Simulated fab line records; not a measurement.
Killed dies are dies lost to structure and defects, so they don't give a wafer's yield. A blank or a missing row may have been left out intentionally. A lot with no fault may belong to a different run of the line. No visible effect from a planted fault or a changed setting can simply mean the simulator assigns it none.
Matching of chambers :: flow n5 finfet :: 4 sister chambers for N5_GATE_CUT_STRIP_59 on rie diel-04
The step strips in N2/H2, time 20 s. 4 wafers are shown with their chamber, then 12 later ones without.

== WAFERS WITH THEIR CHAMBER ==
wafer: L086.5
chamber: 3
drypump motor current A (A): 6.1

wafer: L088.4
chamber: 2
drypump motor current A (A): 6.0

wafer: L089.3
chamber: 0
drypump motor current A (A): 5.6

wafer: L089.6
chamber: 1
drypump motor current A (A): 5.4

== WAFERS MISSING THEIR CHAMBER ==
wafer: L090.2
drypump motor current A (A): 5.4

wafer: L090.4
drypump motor current A (A): 5.6

wafer: L090.5
drypump motor current A (A): 5.5

wafer: L091.3
drypump motor current A (A): 6.1

wafer: L091.5
drypump motor current A (A): 5.5

wafer: L091.6
drypump motor current A (A): 6.1

wafer: L095.3
drypump motor current A (A): 5.5

wafer: L095.5
drypump motor current A (A): 5.5

wafer: L095.6
drypump motor current A (A): 6.0

wafer: L096.1
drypump motor current A (A): 6.1

wafer: L096.5
drypump motor current A (A): 6.0

wafer: L096.6
drypump motor current A (A): 6.1

== WHICH CHAMBER EACH ONE RAN IN ==
wafer: L090.2
from the rows above: 1
in truth: 1

wafer: L090.4
from the rows above: 0
in truth: 0

wafer: L090.5
from the rows above: can't be placed: 0 or 1
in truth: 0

wafer: L091.3
from the rows above: can't be placed: 3 or 2
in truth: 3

wafer: L091.5
from the rows above: can't be placed: 0 or 1
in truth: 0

wafer: L091.6
from the rows above: can't be placed: 3 or 2
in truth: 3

wafer: L095.3
from the rows above: can't be placed: 0 or 1
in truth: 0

wafer: L095.5
from the rows above: can't be placed: 0 or 1
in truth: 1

wafer: L095.6
from the rows above: can't be placed: 2 or 3
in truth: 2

wafer: L096.1
from the rows above: can't be placed: 3 or 2
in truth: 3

wafer: L096.5
from the rows above: can't be placed: 2 or 3
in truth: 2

wafer: L096.6
from the rows above: can't be placed: 3 or 2
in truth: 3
Placed correctly: 2 of 12. These rows do not allow placing 10 (true chamber among the candidates in 10). Number placed wrongly: 0.
How it was worked out, from the rows above alone: a wafer's distance from a chamber is the root of the sum, over the readings, of the square of ((its reading less the chamber's mean) divided by the reading's scatter). If the next closest chamber is less than 2 further off than the closest, the wafer can't be placed; otherwise it belongs to the closest. For every chamber, the mean is computed from those of its wafers that are shown. The scatter: root of mean squared gap, hidden wafer to nearest shown wafer, with one shown wafer a chamber.
